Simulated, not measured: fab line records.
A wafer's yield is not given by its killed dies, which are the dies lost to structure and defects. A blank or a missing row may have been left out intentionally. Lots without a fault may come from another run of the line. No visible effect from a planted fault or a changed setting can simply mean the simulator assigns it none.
Chamber matching | flow n5-finfet | N5_MOL_CONTACT_COAG_CMP_23 on cmp-03: 4 sister chambers
The step polishes, stops on SiO2, t overpolish 1.5 s, target thk 0 nm. 4 wafers are shown with their chamber, then 11 later ones without.

== WAFERS PAIRED WITH THEIR CHAMBERS ==
wafer  | chamber | motor-current-A (A)
L090.6 | 2       | 9.3
L091.2 | 0       | 8.1
L091.6 | 3       | 9.3
L093.1 | 1       | 9.7

== WAFERS WITHOUT THEIR CHAMBER ==
wafer  | motor-current-A (A)
L093.2 | 8.8
L093.3 | 7.6
L094.2 | 9.9
L094.3 | 9.4
L094.5 | 7.7
L095.1 | 8.7
L095.3 | 9.3
L095.6 | 9.5
L097.1 | 8.1
L097.3 | 9.6
L097.6 | 9.7

== EACH ONE'S CHAMBER ==
wafer  | from the rows above               | in truth
L093.2 | can't be placed: 2 or 3 or 0 or 1 | 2
L093.3 | 0                                 | 0
L094.2 | can't be placed: 1 or 2 or 3      | 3
L094.3 | can't be placed: 2 or 3 or 1      | 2
L094.5 | 0                                 | 0
L095.1 | can't be placed: 0 or 2 or 3 or 1 | 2
L095.3 | can't be placed: 2 or 3 or 1      | 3
L095.6 | can't be placed: 1 or 2 or 3      | 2
L097.1 | 0                                 | 0
L097.3 | can't be placed: 1 or 2 or 3      | 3
L097.6 | can't be placed: 1 or 2 or 3      | 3
Correct placement for 3 of the 11. Unplaceable from these rows: 8, with the true chamber sitting among the candidates in 8. 0 placed wrongly.
How it was worked out, from the rows above alone: a wafer's distance from a chamber is the root of the sum, over the readings, of the square of ((its reading less the chamber's mean) divided by the reading's scatter). If the next closest chamber is less than 2 further off than the closest, the wafer can't be placed; otherwise it belongs to the closest. The mean given for a chamber averages the wafers shown for that chamber. The scatter: root of mean squared gap, hidden wafer to nearest shown wafer, with one shown wafer a chamber.
